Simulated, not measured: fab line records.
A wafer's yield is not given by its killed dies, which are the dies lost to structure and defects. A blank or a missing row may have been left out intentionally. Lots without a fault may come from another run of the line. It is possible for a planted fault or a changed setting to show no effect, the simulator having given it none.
Matching of chambers ; flow n5_finfet ; N5_BEOL_M5_DEP_56 on pecvd-01 has 3 sister chambers
The step deposits SiCN from 3MS/NH3, target thk 8 nm, time 14 s. 36 wafers are shown with their chamber, then 12 later ones without.

## WAFERS WITH THEIR CHAMBER
wafer;chamber;throttle_valve_pct (%);showerhead_plenum_p_Torr (Torr)
L077.1;0;8.7;3.663
L077.3;1;9.7;3.649
L077.5;1;9.7;3.659
L076.1;1;9.8;3.651
L076.3;0;8.7;3.668
L076.6;0;8.4;3.662
L078.2;1;9.8;3.645
L078.4;0;8.2;3.655
L078.5;1;9.8;3.654
L082.1;2;8.0;3.657
L082.2;0;8.5;3.664
L082.3;2;7.7;3.663
L082.4;0;8.4;3.662
L082.5;0;9.0;3.658
L082.6;2;8.4;3.662
L084.1;0;8.8;3.660
L084.3;1;9.9;3.656
L084.4;2;8.0;3.658
L085.3;2;8.1;3.664
L085.5;2;8.2;3.669
L085.6;0;8.4;3.662
L088.2;0;8.3;3.656
L088.3;2;8.0;3.663
L088.5;0;8.3;3.666
L087.2;0;8.4;3.663
L087.4;1;9.7;3.649
L087.6;0;8.5;3.664
L086.1;0;8.8;3.665
L086.2;1;9.6;3.654
L086.3;2;8.0;3.659
L086.4;1;9.5;3.652
L086.5;2;8.2;3.661
L086.6;0;8.5;3.661
L089.2;2;8.2;3.658
L089.4;0;8.5;3.661
L089.6;1;9.8;3.657

SIGNATURES, as means of the wafers listed above
reading;chamber 0;chamber 1;chamber 2;scatter within a chamber
throttle_valve_pct;8.525;9.730;8.080;0.186
showerhead_plenum_p_Torr;3.66188;3.65260;3.66140;0.00373
Rule: distance of a wafer from a chamber = root of the sum over the readings of ((wafer's reading minus chamber's mean) / reading's scatter) squared. The wafer belongs to the nearest chamber; if the next one is less than 2 further off, it can't be placed. The scatter: the root of (the sum of the squares of (reading less its chamber's mean) over the shown wafers, divided by (wafers less chambers)).

## WAFERS WITHOUT THEIR CHAMBER
wafer;throttle_valve_pct (%);showerhead_plenum_p_Torr (Torr)
L092.2;8.6;3.659
L092.5;9.5;3.657
L092.6;8.4;3.658
L094.4;9.5;3.659
L094.5;7.9;3.668
L094.6;9.6;3.645
L095.1;8.1;3.656
L095.5;9.6;3.663
L095.6;8.3;3.652
L097.1;9.7;3.644
L097.4;8.2;3.657
L097.5;9.3;3.652

## EACH ONE'S CHAMBER
wafer;from the rows above;in truth
L092.2;can't be placed: 0 or 2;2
L092.5;1;1
L092.6;can't be placed: 0 or 2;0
L094.4;1;1
L094.5;can't be placed: 2 or 0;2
L094.6;1;1
L095.1;can't be placed: 2 or 0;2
L095.5;1;1
L095.6;can't be placed: 2 or 0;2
L097.1;1;1
L097.4;can't be placed: 2 or 0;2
L097.5;1;1
Placed correctly: 6 of 12. Unplaceable from these rows: 6, with the true chamber sitting among the candidates in 6. Placed wrongly: 0.
